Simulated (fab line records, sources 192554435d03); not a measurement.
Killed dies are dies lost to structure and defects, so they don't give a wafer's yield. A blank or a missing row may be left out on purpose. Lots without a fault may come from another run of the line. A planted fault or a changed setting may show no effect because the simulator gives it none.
fab line records | flow n5_finfet
record lots=7 wafers=21
route steps=1938 shown BEOL_M9@1417 BEOL_M11@1539 BEOL_M13@1662 BEOL_M14@1716
start_h: hours from the record's first day to the start of the lot's first wafer shown | wait_h: hours since the lot's step before | " the same as in the row above | L1.1+2: a row that stands for several wafers | - no value, or no start given | * or withheld: withheld | < > ~ a bound
route shown NAME@n: a module of which the file shows steps, and the number in the route of the first | usual: mean/standard deviation of fault-free wafers | same: alike in all rows | chamber/n: place in a boat | sites: the reading at each site | _std_site: their standard deviation | _edge_site: outer sites' mean less inner sites' | radius_mm: how far each site lies from the wafer's centre | mask NAME#n: copy n | behind: the tool/chamber that last shaped the wafer | hold: why the lot was held/for how many hours/how that ended | device: the transistor (n, p or np) that didn't switch | end of line: the same wafers' tests at the end of the route | a step without rows: its recipe alone | killed: dies lost to structure and defects at the first sort, not the wafer's yield | map: a wafer's dies, x killed, . not, _ none there
set.NAME: the setting as run; set.NAME@STEP: as run at that earlier step | model.NAME: the simulator's own value behind a step, which no gauge read
lots whose settings were changed on purpose; a table a step, a row a wafer
## steps
# step N5_BEOL_M9_DESCUM_16
# recipe chemistry=O2 time_s=7.9 source_power_w=50 bias_power_w=20 pressure_mtorr=20 rf_frequency_hz=2.712e+07 temp_c=40 resist=CAR-ArF o2_flow_sccm=225
# columns lot.wafer tool chamber start_h wait_h set.time_s
L074.1 rie_diel-05 2 208.30 0.2 7.9
L074.5+6 " 3,2 " " 7.345
L083.3+4+5 rie_diel-03 0,2,0 278.58 0.0 7.9
L090.2 rie_diel-05 2 311.17 0.0 8.584
L090.3+6 " 0,2 " " 7.9
L095.1+3+5 rie_diel-03 3,2,0 344.90 0.0 7.9
L094.1+3+4 rie_diel-04 1,0,2 345.06 0.0 7.9
L097.1+3 rie_diel-04 1,3 347.57 0.2 7.9
L097.5 " 0 " " 9.462
L096.1+6 rie_diel-03 1,0 352.49 0.0 7.9
L096.2 " 0 " " 7.169
# step N5_BEOL_M9_ETCH_61
# recipe chemistry=CF4 target=SiARC target_depth_a=390 mask_material=CAR-ArF time_s=65 ion_energy_ev=80 pressure_mtorr=40 source_w=545 bias_w=36 Ar_flow_sccm=100 cf4_flow_sccm=100 ends=cleared
# columns lot.wafer tool chamber start_h wait_h set.time_s@BEOL_M9_DESCUM_16 model.CAR-ArF_of_BEOL_M9_COAT_05.thk_nm
L074.1 rie_diel-05 2 208.34 0.0 7.9 55.8
L074.5 " 3 " " 7.345 56
L074.6 " 2 " " 7.345 56.2
L083.3 rie_diel-03 0 278.61 0.0 7.9 55.6
L083.4 " 2 " " 7.9 55.8
L083.5 " 0 " " 7.9 55.4
L090.2 rie_diel-05 2 311.21 0.0 8.584 55.4
L090.3+6 " 0,2 " " 7.9 55.8
L095.1 rie_diel-03 3 344.93 0.0 7.9 55.2
L095.3+5 " 2,0 " " 7.9 55.4
L094.1 rie_diel-04 1 345.10 0.0 7.9 55.6
L094.3+4 " 0,2 " " 7.9 55.4
L097.1 rie_diel-04 1 347.60 0.0 7.9 55.4
L097.3 " 3 " " 7.9 55.6
L097.5 " 0 " " 9.462 54.4
L096.1 rie_diel-03 1 352.52 0.0 7.9 55.4
L096.2 " 0 " " 7.169 55.6
L096.6 " 0 " " 7.9 55.2
# step N5_BEOL_M9_ETCH_62
# recipe chemistry=N2/H2 target=SOC target_depth_a=1100 overetch_a=220 mask_material=SiARC temp_c=40 time_s=165 ion_energy_ev=200 pressure_mtorr=30 source_w=840 bias_w=150 n2_flow_sccm=200 h2_flow_sccm=200
# step N5_BEOL_M9_STRIP_68
# recipe chemistry=N2/H2 temp_c=40 n2_flow_sccm=200 h2_flow_sccm=200 rf_frequency_hz=6e+07
# step N5_BEOL_M9_STRIP_67
# recipe chemistry=CF4 resist=SiARC power_w=300 bias_power_w=75 pressure_mtorr=50 cf4_flow_sccm=150 rf_frequency_hz=6e+07
# step N5_BEOL_M9_HM_OPEN_17
# recipe chemistry=Cl2/BCl3 target_depth_a=200 overetch_a=60 target=TiN mask_material=SOC ion_energy_ev=150 pressure_mtorr=10 icp_w=1000 bias_w=126 Cl2_flow_sccm=53.25 bcl3_flow_sccm=21.75 Ar_flow_sccm=25
# columns lot.wafer tool chamber start_h wait_h set.target_thk_a@BEOL_M9_HM_DEP_02 model.etch.depth_nm
L074.1 rie_metal-03 0 208.58 0.0 200 20.02
L074.5 " 1 " " 220.7 22.32
L074.6 " 0 " " 220.7 22.53
L083.3 rie_metal-01 1 278.88 0.1 200 20.02
L083.4 " 0 " " 200 20.44
L083.5 " 0 " " 200 19.79
L090.2 rie_metal-03 0 311.45 0.0 200 20.57
L090.3 " 1 " " 221.2 22.33
L090.6 " 0 " " 200 20.44
L095.1 rie_metal-03 0 345.17 0.0 212.8 21.51
L095.3 " 1 " " 200 20.12
L095.5 " 0 " " 212.8 21.5
L094.1 rie_metal-03 0 345.33 0.0 214 21.5
L094.3 " 0 " " 200 20.09
L094.4 " 1 " " 214 21.85
L097.1 rie_metal-02 1 347.84 0.0 200 19.68
L097.3 " 0 " " 200 19.93
L097.5 " 0 " " 200 20.01
L096.1 rie_metal-03 1 352.76 0.0 200 20.24
L096.2 " 0 " " 200 20.18
L096.6 " 0 " " 200 20.33
# step N5_BEOL_M11_PECVD_70
# recipe material=SiO2 target_thk_a=200 temp_c=400 precursor=TEOS/O2 pressure_torr=5.5 rf_w=450 teos_flow_sccm=53.8 gas=O2 flow_sccm=3000 time_s=22.7
# columns lot.wafer tool chamber start_h wait_h set.temp_c model.SiO2_of_BEOL_M11_PECVD_70.thk_nm
L074.1 pecvd-01 2 224.47 0.0 400 20
L074.5+6 " 0,2 " " 400 20.2
L083.3 pecvd-03 0 293.56 0.0 400 19.6
L083.4 " 0 " " 400 20
L083.5 " 1 " " 400 19.8
L090.2 pecvd-03 1 322.64 0.0 400 19.2
L090.3 " 0 " " 384.7 21.4
L090.6 " 0 " " 384.7 21.8
L094.1+4 pecvd-01 2,0 358.25 0.0 400 19.8
L094.3 " 0 " " 400 19.4
L095.1+3 pecvd-02 0,2 360.41 0.0 400 19.6
L095.5 " 0 " " 382.7 22
L097.1+3 pecvd-01 0,1 360.47 0.0 412.3 18.2
L097.5 " 1 " " 412.3 18.4
L096.1 pecvd-02 2 366.55 0.0 400 19.4
L096.2 " 1 " " 393 20.4
L096.6 " 0 " " 393 20.6
# step N5_BEOL_M11_TRENCH_ETCH_37
# recipe chemistry=C4F6/O2 target_depth_a=1488.3 target=SiCOH_lowk time_s=48 ion_energy_ev=250 pressure_mtorr=30 source_w=345 bias_w=185 Ar_flow_sccm=300 C4F6_flow_sccm=10 O2_flow_sccm=10
# columns lot.wafer tool chamber start_h wait_h set.source_w
L074.1+5+6 rie_diel-03 0,3,0 - - 345
L083.3+4+5 rie_diel-05 1,1,2 - - 345
L090.2 rie_diel-03 3 - - 326
L090.3+6 " 1,0 " " 345
L094.1 rie_diel-03 2 - - 320.2
L094.3+4 " 1,3 " " 345
L095.1+3+5 rie_diel-03 3,2,3 - - 345
L097.1+3+5 rie_diel-05 1,3,2 - - 345
L096.1+6 rie_diel-05 1,0 - - 345
L096.2 " 2 " " 383.6
# step N5_BEOL_M11_ETCH_41
# recipe chemistry=CH3F/O2 target=SiCN target_depth_a=426 taper_deg=2 time_s=86 ion_energy_ev=120 mask_material=TiN pressure_mtorr=30 source_w=395 bias_w=75 Ar_flow_sccm=150 CH3F_flow_sccm=30 O2_flow_sccm=20
# step N5_BEOL_M11_STRIP_77
# recipe chemistry=N2/H2 time_s=10 power_w=450 temp_c=40 pressure_mtorr=20 rf_frequency_hz=6e+07 bias_power_w=7 n2_flow_sccm=200 h2_flow_sccm=200
# step N5_BEOL_M11_HM_STRIP_39
# recipe chemistry=peroxide_tin_strip material=TiN target_depth_a=250 temp_c=50 time_s=158
# columns lot.wafer tool chamber start_h wait_h set.temp_c@BEOL_M11_PECVD_70 model.SiO2_of_BEOL_M11_PECVD_70.thk_nm
L074.1 wet_bench-05 4 229.63 0.0 400 19.8
L074.5+6 " 0,3 " " 400 20
L083.3 wet_bench-02 3 298.86 0.0 400 19.4
L083.4 " 2 " " 400 19.8
L083.5 " 5 " " 400 19.6
L090.2 wet_bench-06 3 327.07 0.0 400 19.2
L090.3 " 4 " " 384.7 21.2
L090.6 " 5 " " 384.7 21.6
L094.1 wet_bench-02 7 362.63 0.0 400 19.6
L094.3 " 3 " " 400 19.2
L094.4 " 1 " " 400 19.8
L095.1+3 wet_bench-02 1,3 363.16 0.0 400 19.4
L095.5 " 5 " " 382.7 21.8
L097.1+3 wet_bench-06 3,7 363.49 0.0 412.3 18
L097.5 " 0 " " 412.3 18.2
L096.1 wet_bench-06 7 373.95 0.0 400 19.2
L096.2 " 0 " " 393 20.2
L096.6 " 2 " " 393 20.4
# step N5_BEOL_M13_COAT_04
# recipe spin_rpm=1625 resist_thk_nm=400
# columns lot.wafer tool chamber start_h wait_h set.spin_rpm model.coat_of_BEOL_M13_COAT_04.thk_nm
L074.1 litho_track-04 0 - - 1625 400.4
L074.5 " 0 " " 1702 391.8
L074.6 " 0 " " 1625 401.2
L083.3 litho_track-03 0 - - 1625 400.2
L083.4 " 0 " " 1625 399.8
L083.5 " 0 " " 1625 401.8
L090.2 litho_track-02 0 - - 1625 401.6
L090.3+6 " 0 " " 1625 402
L095.1 litho_track-03 0 - - 1521 414.8
L095.3 " 0 " " 1625 400.2
L095.5 " 0 " " 1521 413.6
L094.1 litho_track-03 0 - - 1625 400.2
L094.3 " 0 " " 1794 380.8
L094.4 " 0 " " 1794 381
L097.1 litho_track-04 0 - - 1625 400.4
L097.3 " 0 " " 1528 414.4
L097.5 " 0 " " 1625 401.6
L096.1 litho_track-02 0 - - 1460 422.6
L096.2 " 0 " " 1625 401.2
L096.6 " 0 " " 1460 424.6
# step N5_BEOL_M13_EXPOSE_07
# recipe mask_id=V12 na=0.93 source_shape=conventional sigma_outer=0.6 polarization=unpolarized attpsm_phase_deg=180 dose_mj=24.8
# columns lot.wafer tool chamber start_h wait_h mask set.dose_mj
L074.1 krf_scanner-01 0 239.87 - V12#0 24.8
L074.5+6 " 0 " " V12#0 23.97
L083.3+4+5 krf_scanner-02 0 305.93 - V12#0 24.8
L090.2+6 krf_scanner-01 0 337.56 - V12#0 24.8
L090.3 " 0 " " V12#0 22.95
L095.1 krf_scanner-02 0 372.61 - V12#0 24.8
L095.3+5 " 0 " " V12#0 23.67
L094.1+4 krf_scanner-02 0 372.72 - V12#0 25.56
L094.3 " 0 " " V12#0 24.8
L097.1 krf_scanner-02 0 376.09 - V12#0 24.8
L097.3+5 " 0 " " V12#0 25.62
L096.1+2 krf_scanner-01 0 382.39 - V12#0 24.8
L096.6 " 0 " " V12#0 23.88
# step N5_BEOL_M13_PEB_08
# recipe peb_temp_c=130 peb_time_s=90
# step N5_BEOL_M13_DEVELOP_09
# recipe develop_time_s=45 rinse_liquid=diw dry=air_spin dev_temp_c=21
# step N5_BEOL_M13_HARDBAKE_14
# recipe temp_c=130 time_s=120
# step N5_BEOL_M13_CD_MEAS_10
# recipe target_cd_nm=190 landing_energy_ev=500 detector=se_inlens polarity=opening
# usual cd_nm=189.5/1.6
# columns lot.wafer tool chamber start_h wait_h set.dose_mj@BEOL_M13_EXPOSE_07 cd_nm
L074.1 cd_sem-02 0 240.04 - 24.8 190.1
L074.5 " 0 " " 23.97 187.5
L074.6 " 0 " " 23.97 186.5
L083.3 cd_sem-01 0 306.09 - 24.8 187.6
L083.4 " 0 " " 24.8 186.5
L083.5 " 0 " " 24.8 188.2
L090.2 cd_sem-01 0 337.72 - 24.8 190.3
L090.3 " 0 " " 22.95 182.3
L090.6 " 0 " " 24.8 190.8
L095.1 cd_sem-03 0 372.78 - 24.8 190.1
L095.3 " 0 " " 23.67 185.2
L095.5 " 0 " " 23.67 183.6
L094.1 cd_sem-02 0 372.89 - 25.56 193.6
L094.3 " 0 " " 24.8 191.5
L094.4 " 0 " " 25.56 193.6
L097.1 cd_sem-03 0 376.26 - 24.8 189.3
L097.3 " 0 " " 25.62 192.9
L097.5 " 0 " " 25.62 193.2
L096.1 cd_sem-02 0 382.56 - 24.8 190.6
L096.2 " 0 " " 24.8 189.7
L096.6 " 0 " " 23.88 186.7
# step N5_BEOL_M13_DESCUM_15
# recipe chemistry=O2 time_s=7.9 source_power_w=50 bias_power_w=20 pressure_mtorr=20 rf_frequency_hz=2.712e+07 temp_c=40 o2_flow_sccm=225
# step N5_BEOL_M13_ETCH_59
# recipe chemistry=N2/H2 target=BARC target_depth_a=890 overetch_a=267 time_s=67.9 ion_energy_ev=200 pressure_mtorr=30 source_w=840 bias_w=150 n2_flow_sccm=200 h2_flow_sccm=200
# columns lot.wafer tool chamber start_h wait_h set.spin_rpm@BEOL_M13_COAT_04 model.coat_of_BEOL_M13_COAT_04.thk_nm
L074.1 rie_diel-03 3 240.16 0.0 1625 317
L074.5 " 3 " " 1702 308.4
L074.6 " 2 " " 1625 320.6
L083.3 rie_diel-04 2 306.21 0.0 1625 317.6
L083.4 " 1 " " 1625 316.8
L083.5 " 3 " " 1625 320.2
L090.2 rie_diel-04 3 337.85 0.0 1625 320
L090.3 " 1 " " 1625 318.2
L090.6 " 0 " " 1625 317.4
L095.1 rie_diel-03 1 372.90 0.0 1521 331.2
L095.3 " 2 " " 1625 319.6
L095.5 " 2 " " 1521 333
L094.1 rie_diel-04 0 373.03 0.0 1625 316.4
L094.3 " 3 " " 1794 298.8
L094.4 " 1 " " 1794 297
L097.1 rie_diel-04 0 376.40 0.0 1625 316.2
L097.3 " 1 " " 1528 331.4
L097.5 " 3 " " 1625 319.4
L096.1 rie_diel-04 1 382.68 0.0 1460 338.2
L096.2 " 0 " " 1625 316
L096.6 " 1 " " 1460 340
# step N5_BEOL_M13_VIA_ETCH_16
# recipe chemistry=C4F8/O2/Ar target=SiOC pressure_mtorr=30 source_w=3000 bias_w=700 Ar_flow_sccm=400 C4F8_flow_sccm=15 O2_flow_sccm=8 he_inner_torr=15 he_outer_torr=30 target_depth_a=9217 time_s=withheld ion_energy_ev=250 ends=cleared
# step N5_BEOL_M13_STRIP_63
# recipe chemistry=N2/H2 power_w=1000 temp_c=250 h2_frac=0.65 overash_fraction=0.3 pressure_mtorr=1000 n2_flow_sccm=1750 h2_flow_sccm=3250
# usual strip_time_to_endpoint_s=27.7/1.1
# columns lot.wafer tool chamber start_h wait_h set.spin_rpm@BEOL_M13_COAT_04 strip_time_to_endpoint_s
L074.1 plasma_asher-01 1 240.45 - 1625 30.3
L074.5 " 0 " " 1702 24.3
L074.6 " 1 " " 1625 29.0
L083.3 plasma_asher-01 0 306.52 - 1625 28.4
L083.4 " 1 " " 1625 26.4
L083.5 " 0 " " 1625 27.1
L090.2 plasma_asher-02 0 338.13 - 1625 28.8
L090.3 " 0 " " 1625 28.8
L090.6 " 0 " " 1625 26.4
L095.1 plasma_asher-02 1 373.19 - 1521 32.5
L095.3 " 1 " " 1625 29.3
L095.5 " 1 " " 1521 32.1
L094.1 plasma_asher-02 1 373.31 - 1625 28.2
L094.3 " 1 " " 1794 23.6
L094.4 " 0 " " 1794 22.2
L097.1 plasma_asher-02 0 376.69 - 1625 27.9
L097.3 " 1 " " 1528 33.0
L097.5 " 0 " " 1625 27.0
L096.1 plasma_asher-02 1 382.97 - 1460 34.2
L096.2 " 0 " " 1625 28.8
L096.6 " 1 " " 1460 33.7
# step N5_BEOL_M13_STRIP_64
# recipe chemistry=N2/H2 power_w=1000 temp_c=250 h2_frac=0.65 overash_fraction=0.3 pressure_mtorr=withheld n2_flow_sccm=1750 h2_flow_sccm=3250
# step N5_BEOL_M13_STRIP_71
# recipe chemistry=post_etch_residue_remover time_s=60 temp_c=25 remover_ph=withheld remover_water_wt_pct=withheld remover_fluoride_wt_pct=withheld
# step N5_BEOL_M13_SRD_72
# recipe time_s=30 temp_c=23 rinse_liquid=diw dry=n2_spin spin_rpm=1500 dry_time_s=30
# step N5_BEOL_M13_CD_MEAS_17
# recipe target_cd_nm=190 polarity=opening
# usual cd_nm=190.0/2
# columns lot.wafer tool chamber start_h wait_h set.dose_mj@BEOL_M13_EXPOSE_07 cd_nm
L074.1 cd_sem-02 - 240.69 0.0 24.8 189.1
L074.5 " - " " 23.97 186.6
L074.6 " - " " 23.97 183.3
L083.3 cd_sem-02 - 306.71 0.0 24.8 188.1
L083.4 " - " " 24.8 186.3
L083.5 " - " " 24.8 189.3
L090.2 cd_sem-01 - 338.34 0.0 24.8 191.6
L090.3 " - " " 22.95 182.0
L090.6 " - " " 24.8 192.4
L095.1 cd_sem-02 - 373.40 0.0 24.8 190.3
L095.3 " - " " 23.67 187.8
L095.5 " - " " 23.67 185.2
L094.1 cd_sem-03 - 373.52 0.0 25.56 194.5
L094.3 " - " " 24.8 192.1
L094.4 " - " " 25.56 193.2
L097.1 cd_sem-02 - 376.90 0.0 24.8 190.3
L097.3 " - " " 25.62 191.8
L097.5 " - " " 25.62 194.7
L096.1 cd_sem-02 - 383.18 0.0 24.8 189.9
L096.2 " - " " 24.8 191.3
L096.6 " - " " 23.88 185.2
# step N5_BEOL_M14_ILD_DEP_00
# recipe material=SiO2 target_thk_a=11193 temp_c=400 precursor=TEOS/O2 pressure_torr=6.5 rf_w=900 teos_flow_sccm=161.4 gas=O2 flow_sccm=2650 time_s=237.4
# columns lot.wafer tool chamber start_h wait_h set.time_s model.SiO2_of_BEOL_M14_ILD_DEP_00.thk_nm
L074.1 pecvd-04 0 245.23 0.0 251.7 1179
L074.5 " 1 " " 251.7 1193
L074.6 " 2 " " 237.4 1110
L083.3 pecvd-03 0 311.45 0.0 237.4 1105
L083.4 " 0 " " 237.4 1125
L083.5 " 2 " " 237.4 1148
L090.2 pecvd-03 1 342.02 0.0 237.4 1127
L090.3 " 0 " " 237.4 1117
L090.6 " 0 " " 237.4 1137
L095.1 pecvd-02 2 377.51 0.0 267.5 1263
L095.3 " 0 " " 237.4 1150
L095.5 " 0 " " 267.5 1288
L094.1 pecvd-04 2 377.69 0.0 237.4 1111
L094.3 " 1 " " 237.4 1106
L094.4 " 2 " " 237.4 1121
L097.1 pecvd-04 1 381.65 0.0 206 960.4
L097.3 " 0 " " 206 957
L097.5 " 2 " " 237.4 1125
L096.1 pecvd-04 2 389.38 0.0 237.4 1102
L096.2 " 0 " " 237.4 1110
L096.6 " 1 " " 260.2 1235
# step N5_BEOL_M14_THK_MEAS_01
# recipe reads=SiO2_of_BEOL_M14_ILD_DEP_00
# usual M14_ILD_THK=1123/15
# columns lot.wafer tool chamber start_h wait_h set.time_s@BEOL_M14_ILD_DEP_00 M14_ILD_THK[nm]
L074.1 film_metro-02 - 245.42 0.1 251.7 1179
L074.5 " - " " 251.7 1194
L074.6 " - " " 237.4 1110
L083.3 film_metro-01 - 311.64 0.1 237.4 1105
L083.4 " - " " 237.4 1125
L083.5 " - " " 237.4 1148
L090.2 film_metro-01 - 342.21 0.1 237.4 1126
L090.3 " - " " 237.4 1117
L090.6 " - " " 237.4 1138
L095.1 film_metro-02 - 377.70 0.1 267.5 1263
L095.3 " - " " 237.4 1150
L095.5 " - " " 267.5 1289
L094.1 film_metro-02 - 377.88 0.1 237.4 1112
L094.3 " - " " 237.4 1106
L094.4 " - " " 237.4 1121
L097.1 film_metro-01 - 381.84 0.1 206 960
L097.3 " - " " 206 957
L097.5 " - " " 237.4 1124
L096.1 film_metro-02 - 389.57 0.1 237.4 1102
L096.2 " - " " 237.4 1111
L096.6 " - " " 260.2 1234
## key
split step=N5_BEOL_M9_DESCUM_16 setting=time_s stated=7.9 by=wafer
response step=N5_BEOL_M9_ETCH_61 reading=model.CAR-ArF_of_BEOL_M9_COAT_05.thk_nm change=-0.0501 per=1% r=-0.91
split step=N5_BEOL_M11_PECVD_70 setting=temp_c stated=400 by=wafer
response step=N5_BEOL_M11_PECVD_70 reading=model.SiO2_of_BEOL_M11_PECVD_70.thk_nm change=-0.59 per=1% r=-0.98
response step=N5_BEOL_M11_HM_STRIP_39 reading=model.SiO2_of_BEOL_M11_PECVD_70.thk_nm change=-0.569 per=1% r=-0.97
split step=N5_BEOL_M11_TRENCH_ETCH_37 setting=source_w stated=345 by=wafer
response none clear
split step=N5_BEOL_M13_COAT_04 setting=spin_rpm stated=1625 by=wafer
response step=N5_BEOL_M13_COAT_04 reading=model.coat_of_BEOL_M13_COAT_04.thk_nm change=-2.06 per=1% r=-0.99
response step=N5_BEOL_M13_ETCH_59 reading=model.coat_of_BEOL_M13_COAT_04.thk_nm change=-2.05 per=1% r=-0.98
response step=N5_BEOL_M13_STRIP_63 reading=strip_time_to_endpoint_s change=* per=1% r=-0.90
split step=N5_BEOL_M13_EXPOSE_07 setting=dose_mj stated=24.8 by=wafer
response step=N5_BEOL_M13_CD_MEAS_10 reading=cd_nm change=+1.06 per=1% r=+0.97
response step=N5_BEOL_M13_CD_MEAS_17 reading=cd_nm change=+1.16 per=1% r=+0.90
split step=N5_BEOL_M14_ILD_DEP_00 setting=time_s stated=237.4 by=wafer
response step=N5_BEOL_M14_ILD_DEP_00 reading=model.SiO2_of_BEOL_M14_ILD_DEP_00.thk_nm change=+11.8 per=1% r=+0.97
response step=N5_BEOL_M14_THK_MEAS_01 reading=M14_ILD_THK change=+11.8 per=1% r=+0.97
split outside_this_file step=N5_BEOL_M9_HM_DEP_02 setting=target_thk_a
# split outside_this_file: this setting was split too, and the file shows its column; the key of that split is in another file
